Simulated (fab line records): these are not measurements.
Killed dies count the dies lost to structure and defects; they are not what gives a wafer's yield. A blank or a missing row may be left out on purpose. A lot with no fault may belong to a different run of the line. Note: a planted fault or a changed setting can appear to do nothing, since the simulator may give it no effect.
Which tool was responsible? || flow nand-harc || 11 lots (33 wafers sampled), 1 step of a 1159-step route

## WHAT EACH GAUGE READ, for each wafer
NHARC_A_ONON_D1_THK_MEAS_30: measures by ellipsometry.
{"lot": "L075", "measured": "day 8 09:07", "on": "film-metro-01", "thk-nm (nm)": "985 987 985"}
{"lot": "L077", "measured": "day 8 09:07", "on": "film-metro-01", "thk-nm (nm)": "1007 1006 1005"}
{"lot": "L079", "measured": "day 9 08:58", "on": "film-metro-02", "thk-nm (nm)": "1003 1004 1003"}
{"lot": "L081", "measured": "day 10 04:17", "on": "film-metro-01", "thk-nm (nm)": "969 971 969"}
{"lot": "L082", "measured": "day 10 04:28", "on": "film-metro-02", "thk-nm (nm)": "1015 1013 1012"}
{"lot": "L085", "measured": "day 11 04:35", "on": "film-metro-01", "thk-nm (nm)": "1000 1002 999"}
{"lot": "L086", "measured": "day 11 19:59", "on": "film-metro-02", "thk-nm (nm)": "1001 1000 1000"}
{"lot": "L089", "measured": "day 12 02:17", "on": "film-metro-02", "thk-nm (nm)": "997 998 999"}
{"lot": "L091", "measured": "day 12 10:01", "on": "film-metro-01", "thk-nm (nm)": "991 992 993"}
{"lot": "L095", "measured": "day 12 23:15", "on": "film-metro-02", "thk-nm (nm)": "999 997 997"}
{"lot": "L097", "measured": "day 13 09:03", "on": "film-metro-01", "thk-nm (nm)": "1012 1012 1010"}

## WHICH TOOL RAN EACH LOT (tool, then ch and the chambers of the sampled wafers, then the start)
Record: no process step prior to these readings.

## THE ANSWER, worked out from the rows above alone
Rule: usual is defined by the lots themselves. The widest of any qualifying gaps counts: lots, ordered by their means at a reading, are off when they make up no more than a third of the lots, leave a main group of 4 or more, and stand apart from it by 3 or more times the standard deviation of that group's means. If all means in a main group match to the digits the tables above print for the reading, that group is not used. A lot without any number at a reading at which 4 lots or more have one is off too. Any other lot the step has rows for is counted as sound.
No lot is off at any reading shown: from this, nothing can be told.

## WHAT WAS PUT IN BY THE SIMULATOR
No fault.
